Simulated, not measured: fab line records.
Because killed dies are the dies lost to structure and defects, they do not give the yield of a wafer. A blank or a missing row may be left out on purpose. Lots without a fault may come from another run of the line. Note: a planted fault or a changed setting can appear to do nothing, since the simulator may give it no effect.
fab line records	flow nandHarc
record lots=12	wafers=36	lastDay=24
route steps=1159 shown HYBRID_BOND@1094 THIN_TSV@1120 END@1159
lots that met no fault: taken from a fault-free run of the same line
startH: the number of hours between the record's first day and the start of the first shown wafer of the lot	waitH: hours from the lot's prior step to this one	" unchanged from the row above	L1.1+2: a row that stands for several wafers	- no value present, or no start provided	* or withheld: withheld	< > ~ a bound
route shown NAME@n: NAME is a module with steps in the file, n the number in the route of the first one	usual: the fault-free wafers' mean and standard deviation	same: alike in all rows	chamber/n: place in a boat	sites: readings site by site	_std_site: how widely they spread, as a standard deviation	_edge_site: the outer-site mean with the inner-site mean subtracted	radiusMm: how far each site lies from the wafer's centre	mask NAME#n: copy n	behind: the tool/chamber that last shaped the wafer	hold: reason for holding the lot/hours on hold/outcome of the hold	device: whichever transistor did not switch (one of n, p or np)	end of line: tests of these same wafers at the route's end	for a step that has no rows: nothing shown but its recipe	killed: dies that structure and defects cost at the first sort, which is not the same as the wafer's yield	map: shows each die of a wafer: x if killed, . if not, _ if none is there
set.NAME: setting as actually run; set.NAME@STEP: the setting as run at that earlier step	model.NAME: the simulator's own value behind a step, which no gauge read
one table for each step of the route and one row for each wafer, over a sample of lots
services: the hour from which a tool's chamber was out of use, counted from the record's first day as startH (under 0 if before that day), plus the number of hours and why
## steps
# step NHARC_HYBRID_BOND_ACTIVATE_00
# recipe timeS=60	n2FlowSccm=200	arFlowSccm=0	biasPowerW=0	chemistry=N2
# usual drypumpMotorCurrentA=5.6/0.37	mfcArSccm=0.014/0.013	oesProductAu=0.999/0.007	rfVppV=64.0/0.87	showerheadPlenumPTorr=1.76/0.058
lot.wafer	tool	chamber	startH	waitH	drypumpMotorCurrentA	mfcArSccm	oesProductAu	rfHoursCounterH	rfVppV	showerheadPlenumPTorr
L176.3	rieDiel-13	3	416.80	0.1	6.0	0	0.988	13	65.1	1.81
L176.4	"	0	"	"	5.5	0.028	1.004	14	62.9	1.80
L176.1	"	2	"	"	5.3	0.006	0.993	14	62.2	1.68
L177.3	rieDiel-13	1	418.49	0.1	5.9	0.022	0.991	14	63.7	1.79
L177.5	"	2	"	"	5.3	0.006	0.999	-	63.6	1.68
L177.6	"	3	"	"	5.9	0	0.988	-	63.6	1.81
L178.2	rieDiel-11	2	419.15	0.1	5.8	0.026	1.007	13	63.2	1.74
L178.6	"	3	"	"	6.5	0.031	1.006	-	62.3	1.64
L178.5	"	0	"	"	6.0	0	1.004	-	63.2	1.80
L179.1	rieDiel-13	0	425.10	0.1	5.4	0.028	1.002	15	63.9	1.80
L179.4	"	1	"	"	5.8	0.022	1.004	15	62.9	1.79
L179.5	"	1	"	"	5.8	0.022	0.998	-	64.1	1.79
L189.2	rieDiel-09	1	498.97	0.1	4.9	0	0.999	22	63.4	1.72
L189.4	"	2	"	"	4.9	0	0.994	25	62.5	1.73
L189.5	"	1	"	"	4.9	0	1.000	-	63.0	1.72
L191.3	rieDiel-11	3	512.81	0.1	6.5	0.031	1.008	48	62.9	1.63
L191.5	"	2	"	"	5.8	0.026	1.011	-	63.4	1.73
L191.6	"	3	"	"	6.5	0.031	1.023	-	63.9	1.63
L190.4	rieDiel-13	2	513.58	0.1	5.3	0.006	1.001	5	65.4	1.68
L190.2	"	0	"	"	5.4	0.028	1.005	5	63.1	1.80
L190.3	"	1	"	"	5.8	0.022	1.004	5	63.2	1.79
L193.1	rieDiel-09	1	521.38	0.1	4.9	0	1.000	29	63.7	1.72
L193.2	"	0	"	"	5.1	0.013	1.006	30	64.7	1.74
L193.6	"	1	"	"	4.9	0	1.015	-	64.3	1.72
L195.4	rieDiel-13	1	529.27	0.1	5.8	0.022	1.002	8	64.5	1.79
L195.3	"	2	"	"	5.3	0.006	1.018	8	63.4	1.67
L195.6	"	0	"	"	5.5	0.028	0.997	-	64.0	1.80
L192.4	rieDiel-13	0	539.94	0.1	5.4	0.028	1.000	7	64.0	1.80
L192.3	"	1	"	"	5.8	0.022	0.989	8	65.6	1.79
L192.5	"	2	"	"	5.2	0.006	1.000	-	63.5	1.67
L197.3	rieDiel-13	2	541.15	0.1	5.3	0.006	0.993	8	63.4	1.67
L197.1	"	0	"	"	5.5	0.028	0.992	7	64.5	1.80
L197.4	"	1	"	"	5.8	0.022	1.001	8	64.8	1.79
L196.1	rieDiel-13	1	546.22	0.1	5.8	0.022	0.999	9	64.0	1.79
L196.4	"	0	"	"	5.5	0.028	0.997	7	65.0	1.80
L196.6	"	2	"	"	5.2	0.006	0.995	-	61.9	1.67
# step NHARC_THIN_TSV_ETCH_15
# recipe targetDepthA=30000	boschTargetOveretchCycles=2	boschEtchStepS=2.8	boschDepStepS=1.2	boschCycles=14
# usual boschCycles=14/0	boschDepStepS=1.2/0	drypumpMotorCurrentA=5.8/0.41
lot.wafer	tool	chamber	startH	waitH	boschCycles	boschDepStepS	drypumpMotorCurrentA	rfHoursCounterH
L176.3	rieSi-02	3	435.42	-	14	1.2	6.2	0.4
L176.4	"	0	"	"	14	1.2	6.3	0.5
L176.1	"	1	"	"	14	1.2	5.9	0.4
L177.3	rieSi-05	2	436.73	-	14	1.2	6.6	0.1
L177.5	"	1	"	"	14	1.2	5.4	-
L177.6	"	2	"	"	14	1.2	6.5	-
L178.2	rieSi-01	3	437.92	-	14	1.2	5.5	1.0
L178.5	"	1	"	"	14	1.2	5.4	-
L178.6	"	2	"	"	14	1.2	5.8	-
L179.1	rieSi-01	1	440.06	-	14	1.2	5.4	1.1
L179.4	"	3	"	"	14	1.2	5.5	1.0
L179.5	"	2	"	"	14	1.2	5.7	-
L189.4	rieSi-01	0	513.32	-	-	-	-	-
L189.2	"	1	"	"	-	-	-	-
L189.5	"	0	"	"	-	-	-	-
L191.3	rieSi-01	1	526.06	-	14	1.2	5.4	0.3
L191.5	"	3	"	"	14	1.2	5.5	-
L191.6	"	0	"	"	14	1.2	5.3	-
L190.4	rieSi-05	3	527.22	-	-	-	-	-
L190.2	"	1	"	"	-	-	-	-
L190.3	"	2	"	"	-	-	-	-
L193.1	rieSi-05	2	533.21	-	14	1.2	6.5	0.9
L193.2	"	0	"	"	14	1.2	6.3	1.0
L193.6	"	2	"	"	14	1.2	6.5	-
L195.4	rieSi-02	3	544.28	-	14	1.2	6.2	1.4
L195.3	"	1	"	"	14	1.2	6.0	1.3
L195.6	"	3	"	"	14	1.2	6.2	-
L197.1	rieSi-01	3	553.23	-	14	1.2	5.5	0.6
L197.4	"	0	"	"	14	1.2	5.3	0.7
L197.3	"	1	"	"	14	1.2	5.4	0.5
L192.4	rieSi-05	0	554.58	-	14	1.2	6.3	1.1
L192.3	"	2	"	"	14	1.2	6.5	1.0
L192.5	"	3	"	"	14	1.2	5.9	-
L196.1	rieSi-05	0	559.40	-	14	1.2	6.3	1.2
L196.4	"	2	"	"	14	1.2	6.5	1.0
L196.6	"	1	"	"	14	1.2	5.4	-
# step NHARC_THIN_TSV_DEP_47
# recipe targetThkA=2000	tempC=withheld	pressureTorr=6.5	rfW=900	teosFlowSccm=161.4	flowSccm=2650	targetThkNm=200	gas=O2	material=SiO2
# usual flowSccm=2650/8.1	rfFwdPowerW=898.5/2.7	throttleValvePct=16.1/0.63
lot.wafer	tool	chamber	startH	waitH	flowSccm	rfFwdPowerW	throttleValvePct
L176.1	pecvd-01	2	436.47	-	2649	899.9	16.7
L176.3	"	0	"	"	2658	898.6	15.4
L176.4	"	0	"	"	2661	899.1	15.4
L177.3	pecvd-03	0	437.87	-	2654	902.3	15.8
L177.5	"	0	"	"	2667	897.8	15.6
L177.6	"	2	"	"	2660	900.4	15.6
L178.2	pecvd-04	0	439.08	-	2644	902.2	16.0
L178.5	"	1	"	"	2653	900.0	15.0
L178.6	"	0	"	"	2653	900.2	15.7
L179.1	pecvd-01	1	441.14	-	2657	899.3	16.6
L179.4	"	0	"	"	2653	895.2	15.5
L179.5	"	2	"	"	2653	902.1	16.6
L189.2	pecvd-04	0	514.43	-	2634	899.2	16.0
L189.5	"	2	"	"	2666	896.2	15.9
L189.4	"	0	"	"	2645	898.3	16.0
L191.3	pecvd-01	2	527.16	-	2644	896.3	16.8
L191.6	"	1	"	"	2666	900.7	16.6
L191.5	"	2	"	"	2652	895.1	17.0
L190.2	pecvd-01	0	528.36	-	2656	899.3	15.5
L190.3	"	2	"	"	2650	900.3	16.7
L190.4	"	0	"	"	2646	899.9	15.4
L193.1	pecvd-03	1	534.45	-	2644	895.2	16.4
L193.2	"	2	"	"	2646	895.3	15.2
L193.6	"	2	"	"	2644	899.2	15.3
L195.3	pecvd-03	0	548.70	-	2652	896.8	16.5
L195.6	"	0	"	"	2651	896.8	16.5
L195.4	"	1	"	"	2634	898.2	16.2
L197.3	pecvd-01	0	554.25	-	2647	899.7	15.6
L197.1	"	1	"	"	2648	896.4	16.6
L197.4	"	2	"	"	2652	904.6	16.9
L192.3	pecvd-03	0	555.58	-	2632	896.1	16.6
L192.5	"	0	"	"	2661	898.3	16.3
L192.4	"	1	"	"	2656	898.9	16.4
L196.1	pecvd-03	2	560.46	-	2647	901.3	15.4
L196.6	"	1	"	"	2644	902.4	16.3
L196.4	"	0	"	"	2651	900.3	16.8
# step NHARC_THIN_TSV_DEGAS_49
# recipe tempC=300	timeS=120
# usual heaterPowerW=452/29
lot.wafer	tool	chamber	startH	waitH	heaterPowerW
L176.3	pvdSputter-02	-	437.38	0.1	389
L176.1	"	-	"	"	463
L176.4	"	-	"	"	456
L177.3	pvdSputter-02	-	438.82	0.1	459
L177.5	"	-	"	"	444
L177.6	"	-	"	"	446
L178.2	pvdSputter-02	-	439.96	0.1	460
L178.6	"	-	"	"	468
L178.5	"	-	"	"	453
L179.1	pvdSputter-03	-	442.19	0.1	462
L179.4	"	-	"	"	451
L179.5	"	-	"	"	477
L189.2	pvdSputter-03	-	515.35	0.2	470
L189.4	"	-	"	"	472
L189.5	"	-	"	"	482
L191.3	pvdSputter-01	-	528.49	0.1	485
L191.6	"	-	"	"	400
L191.5	"	-	"	"	446
L190.3	pvdSputter-01	-	529.37	0.1	464
L190.4	"	-	"	"	438
L190.2	"	-	"	"	391
L193.2	pvdSputter-02	-	535.75	0.1	436
L193.1	"	-	"	"	394
L193.6	"	-	"	"	453
L195.4	pvdSputter-02	-	549.61	0.1	399
L195.3	"	-	"	"	468
L195.6	"	-	"	"	394
L197.4	pvdSputter-03	-	555.20	0.1	473
L197.1	"	-	"	"	494
L197.3	"	-	"	"	489
L192.4	pvdSputter-03	-	556.78	0.1	482
L192.3	"	-	"	"	454
L192.5	"	-	"	"	493
L196.1	pvdSputter-02	-	561.43	0.1	439
L196.4	"	-	"	"	446
L196.6	"	-	"	"	431
# step NHARC_END_SORT_01
# recipe tempC=25
# usual defectLimitedYield=95.4/1.4	killedAtArray=27/10	killedAtOther=0.6/1	killedAtPeriphery=3.4/2.7	killedDies=31/9.7	killedOpen=3.4/1.7	killedShort=2.2/1.5	sort_bin_2_pct=1.4/0.57	sort_bin_3_pct=0.25/0.23	sort_bin_4_pct=3.0/0.94	sortNPass=646/9.7	sortRimYieldPct=95.3/3	sortYieldPct=95.4/1.4
# same grossDies=677	sort_bin_5_pct[%]=0	sort_bin_6_pct[%]=0	sort_bin_7_pct[%]=0	sort_bin_8_pct[%]=0	sortRimNGross=106.00
lot.wafer	tool	chamber	startH	waitH	defectLimitedYield[%]	killedAtArray	killedAtOther	killedAtPeriphery	killedDies	killedOpen	killedShort	sort_bin_2_pct[%]	sort_bin_3_pct[%]	sort_bin_4_pct[%]	sortNPass	sortRimYieldPct[%]	sortYieldPct[%]
L178.2	prober-02	0	451.22	2.8	95.0	31	0	3	34	5	3	1.5	0.15	3.4	643	93.4	95.0
L178.5	prober-02	0	453.66	3.7	96.2	25	0	1	26	1	1	1.0	0.15	2.7	651	98.1	96.2
L178.6	prober-02	0	454.47	4.1	95.7	25	0	4	29	3	1	1.6	0.15	2.5	648	98.1	95.7
L189.2	prober-02	0	527.06	2.8	0	30	645	2	677	4	1	96.2	0.89	3.0	0	0	0
L189.4	prober-02	0	528.66	3.4	0	21	654	2	677	2	1	97.6	0.15	2.2	0	0	0
L189.5	prober-02	0	529.45	3.7	0	38	638	1	677	7	3	95.9	0.15	4.0	0	0	0
L190.2	prober-01	0	541.44	2.8	0	19	656	2	677	1	1	98.1	0.15	1.8	0	0	0
L190.3	prober-01	0	542.25	3.1	0	35	639	3	677	4	0	96.2	0.30	3.5	0	0	0
L190.4	prober-01	0	543.06	3.4	0	22	653	2	677	2	2	97.5	0.15	2.4	0	0	0
L193.1	prober-01	0	554.90	2.5	93.4	45	0	0	45	2	3	1.9	0.15	4.6	632	88.7	93.4
L193.2	prober-01	0	555.72	2.8	94.1	40	0	0	40	1	1	1.6	0.44	3.8	637	97.2	94.1
L193.6	prober-01	0	558.96	4.1	92.9	48	0	0	48	6	0	3.0	0.44	3.7	629	95.3	92.9
L195.3	prober-01	0	564.39	3.1	95.4	30	0	1	31	3	4	0.7	0.44	3.4	646	95.3	95.4
L195.4	prober-01	0	565.21	3.4	95.3	31	0	1	32	3	4	1.2	0.30	3.2	645	100.0	95.3
L195.6	prober-01	0	566.84	4.1	94.7	32	0	4	36	7	2	1.9	0	3.4	641	93.4	94.7
L197.1	prober-02	0	574.79	2.5	91.3	52	1	6	59	4	1	2.1	0.74	5.9	618	84.9	91.3
L197.3	prober-02	0	576.40	3.1	91.9	49	2	4	55	6	3	2.5	1.03	4.6	622	91.5	91.9
L197.4	prober-02	0	577.21	3.4	92.8	42	1	6	49	5	0	2.8	0.44	4.0	628	90.6	92.8
# killed by level:class
L178.2 A_CHANNEL_HOLE_D1:chamberFilmFlake=14 A_CONTACT:chamberFilmFlake=6 A_STAIRCASE:chamberFilmFlake=4 A_CHANNEL_FILL_D1:geometricParticle:open=3 P_M1:geometricParticle:short=2 A_SLIT:chamberFilmFlake=2 P_CONTACT:geometricParticle:open=1 A_WL_FILL:geometricParticle:short=1
L178.5 A_CONTACT:chamberFilmFlake=7 A_CHANNEL_HOLE_D1:chamberFilmFlake=6 A_STAIRCASE:chamberFilmFlake=6 A_SLIT:chamberFilmFlake=2 A_STAIRCASE:geometricParticle:short=1 A_CONTACT:geometricParticle:open=1 P_GATE:chamberFilmFlake=1 A_ZERO_WELL:chamberFilmFlake=1
L178.6 A_CHANNEL_HOLE_D1:chamberFilmFlake=8 A_CONTACT:chamberFilmFlake=8 A_STAIRCASE:chamberFilmFlake=5 P_ZERO_WELL:chamberFilmFlake=2 P_STI:geometricParticle:open=1 A_CONTACT:geometricParticle:open=1 A_CONTACT:geometricParticle:short=1 A_M0:geometricParticle:open=1
L189.2 THIN_TSV:areaEtch=645 A_SLIT:chamberFilmFlake=10 A_STAIRCASE:chamberFilmFlake=10 A_CHANNEL_HOLE_D1:chamberFilmFlake=5 A_CONTACT:geometricParticle:open=3 P_CONTACT:geometricParticle:open=1 A_ONON_D1:geometricParticle:short=1 P_ZERO_WELL:chamberFilmFlake=1
L189.4 THIN_TSV:areaEtch=654 A_SLIT:chamberFilmFlake=8 A_CHANNEL_HOLE_D1:chamberFilmFlake=4 A_STAIRCASE:chamberFilmFlake=3 A_CONTACT:chamberFilmFlake=3 P_CONTACT:geometricParticle:open=1 A_CHANNEL_FILL_D1:geometricParticle:open=1 A_WL_FILL:geometricParticle:short=1
L189.5 THIN_TSV:areaEtch=638 A_SLIT:chamberFilmFlake=13 A_CHANNEL_HOLE_D1:chamberFilmFlake=6 A_STAIRCASE:chamberFilmFlake=4 A_CONTACT:geometricParticle:open=3 A_WL_FILL:chamberFilmFlake=3 A_CONTACT:chamberFilmFlake=3 A_CHANNEL_FILL_D1:geometricParticle:short=2
L190.2 THIN_TSV:areaEtch=656 A_SLIT:chamberFilmFlake=13 A_CONTACT:chamberFilmFlake=3 A_WL_FILL:geometricParticle:short=1 A_WL_FILL:geometricParticle:open=1 P_ZERO_WELL:chamberFilmFlake=1 P_GATE:chamberFilmFlake=1 A_CHANNEL_HOLE_D1:chamberFilmFlake=1
L190.3 THIN_TSV:areaEtch=639 A_SLIT:chamberFilmFlake=18 A_CHANNEL_HOLE_D1:chamberFilmFlake=8 A_CONTACT:chamberFilmFlake=5 P_M0:geometricParticle:open=2 A_ONON_D1:geometricParticle:open=1 A_CONTACT:geometricParticle:open=1 P_GATE:chamberFilmFlake=1
L190.4 THIN_TSV:areaEtch=653 A_SLIT:chamberFilmFlake=15 A_CHANNEL_HOLE_D1:chamberFilmFlake=4 P_CONTACT:geometricParticle:open=1 P_M2:geometricParticle:short=1 A_WL_FILL:geometricParticle:short=1 A_M0:geometricParticle:open=1 A_STAIRCASE:chamberFilmFlake=1
L193.1 A_CHANNEL_HOLE_D1:chamberFilmFlake=17 A_SLIT:chamberFilmFlake=13 A_SGD_CUT:chamberFilmFlake=5 A_CHANNEL_FILL_D1:chamberFilmFlake=2 A_CONTACT:chamberFilmFlake=2 A_ONON_D1:geometricParticle:short=1 A_CHANNEL_FILL_D1:geometricParticle:short=1 A_CONTACT:geometricParticle:short=1
L193.2 A_CHANNEL_HOLE_D1:chamberFilmFlake=18 A_SLIT:chamberFilmFlake=14 A_CONTACT:chamberFilmFlake=3 A_SGD_CUT:chamberFilmFlake=2 A_CONTACT:geometricParticle:open=1 A_M0:geometricParticle:short=1 A_STAIRCASE:chamberFilmFlake=1
L193.6 A_CHANNEL_HOLE_D1:chamberFilmFlake=22 A_SLIT:chamberFilmFlake=18 A_CHANNEL_FILL_D1:geometricParticle:open=5 A_BLC:geometricParticle:open=1 A_STAIRCASE:chamberFilmFlake=1 A_SGD_CUT:chamberFilmFlake=1
L195.3 A_CHANNEL_HOLE_D1:chamberFilmFlake=17 A_SGD_CUT:chamberFilmFlake=2 A_CONTACT:chamberFilmFlake=2 P_M0:geometricParticle:open=1 A_ONON_D1:geometricParticle:open=1 A_SGD_CUT:geometricParticle:short=1 A_WL_FILL:geometricParticle:short=1 A_CONTACT:geometricParticle:short=1
L195.4 A_CHANNEL_HOLE_D1:chamberFilmFlake=23 P_M0:geometricParticle:short=1 A_CHANNEL_FILL_D1:geometricParticle:short=1 A_WL_FILL:geometricParticle:short=1 A_CONTACT:geometricParticle:open=1 A_BLC:geometricParticle:open=1 A_M0:geometricParticle:open=1 A_M1:geometricParticle:short=1
L195.6 A_CHANNEL_HOLE_D1:chamberFilmFlake=21 A_CONTACT:geometricParticle:open=3 A_STAIRCASE:chamberFilmFlake=3 P_CONTACT:geometricParticle:open=2 A_CHANNEL_FILL_D1:chamberFilmFlake=2 P_M2:geometricParticle:open=1 A_ONON_D1:geometricParticle:short=1 A_STAIRCASE:geometricParticle:open=1
L197.1 A_CHANNEL_HOLE_D1:chamberFilmFlake=21 A_SLIT:chamberFilmFlake=14 A_CONTACT:chamberFilmFlake=5 P_BONDPAD:chamberFilmFlake=3 A_STAIRCASE:chamberFilmFlake=3 A_WL_FILL:chamberFilmFlake=3 A_CHANNEL_HOLE_D1:geometricParticle:open=2 P_M1:chamberFilmFlake=2
L197.3 A_CHANNEL_HOLE_D1:chamberFilmFlake=19 A_SLIT:chamberFilmFlake=12 A_CONTACT:chamberFilmFlake=5 A_M0:geometricParticle:open=3 A_CHANNEL_FILL_D1:chamberFilmFlake=3 P_BONDPAD:chamberFilmFlake=2 A_STAIRCASE:chamberFilmFlake=2 P_CONTACT:geometricParticle:open=1
L197.4 A_CHANNEL_HOLE_D1:chamberFilmFlake=18 A_SLIT:chamberFilmFlake=17 P_M0:geometricParticle:open=3 P_M1:chamberFilmFlake=3 A_CHANNEL_FILL_D1:chamberFilmFlake=2 A_STAIRCASE:chamberFilmFlake=2 A_CHANNEL_HOLE_D1:geometricParticle:open=1 A_CONTACT:geometricParticle:open=1
## services
tool	chamber	startH	hours	kind
pvdSputter-02	-	392.90	4.9	repair
rieSi-02	2	405.00	16.6	repair
pvdSputter-03	-	408.89	3.2	repair
rieSi-01	2	411.19	1.9	repair
pecvd-04	2	412.57	10.0	repair
rieSi-05	-	416.03	9.0	pm
pecvd-01	-	418.25	13.0	pm
pecvd-03	1	425.37	46.3	repair
pvdSputter-03	-	428.79	1.3	repair
rieDiel-09	-	431.10	9.0	pm
pvdSputter-01	-	433.13	3.4	repair
pvdSputter-01	-	450.94	5.8	repair
rieDiel-13	-	453.00	9.0	pm
pvdSputter-03	-	458.00	10.0	pm
pecvd-03	-	473.64	13.0	pm
pecvd-01	-	475.99	1.6	repair
rieSi-01	-	481.00	9.0	pm
rieDiel-09	1	483.42	2.3	repair
pvdSputter-03	-	494.36	1.8	repair
pvdSputter-01	-	514.05	10.0	pm
pvdSputter-03	-	528.21	18.2	repair
rieDiel-11	-	543.51	9.0	pm
rieSi-05	0	548.35	3.1	repair
pecvd-04	-	557.05	13.0	pm
## key
firstSign step=NHARC_THIN_TSV_ETCH_15	reading=toolRecord	direction=missing
effect step=NHARC_END_SORT_01	reading=killedAtOther	direction=up	sigmas=99+	usual=0.6	struck=647.5
moreKillsBornAt NHARC_THIN_TSV_ETCH_15@rieSi-05=1948	NHARC_THIN_TSV_ETCH_15@rieSi-01=1936
metAt NHARC_THIN_TSV_ETCH_15
struckLots L189,L190
laterRowsLeftOut L189.2,L189.4,L189.5,L190.2,L190.3,L190.4
notActingAt NHARC_HYBRID_BOND_ACTIVATE_00,NHARC_THIN_TSV_DEP_47,NHARC_THIN_TSV_DEGAS_49
onsetBetween 440.06 513.32
fault kind=skippedStepWhole	tool=rieSi-01,rieSi-05	chamber=-	onsetH=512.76	steps=NHARC_THIN_TSV_ETCH_15	scope=struckLotsOnly
# laterRowsLeftOut: the simulator's readings of these wafers behind a module that went badly wrong aren't trusted and aren't shown, but for the sort
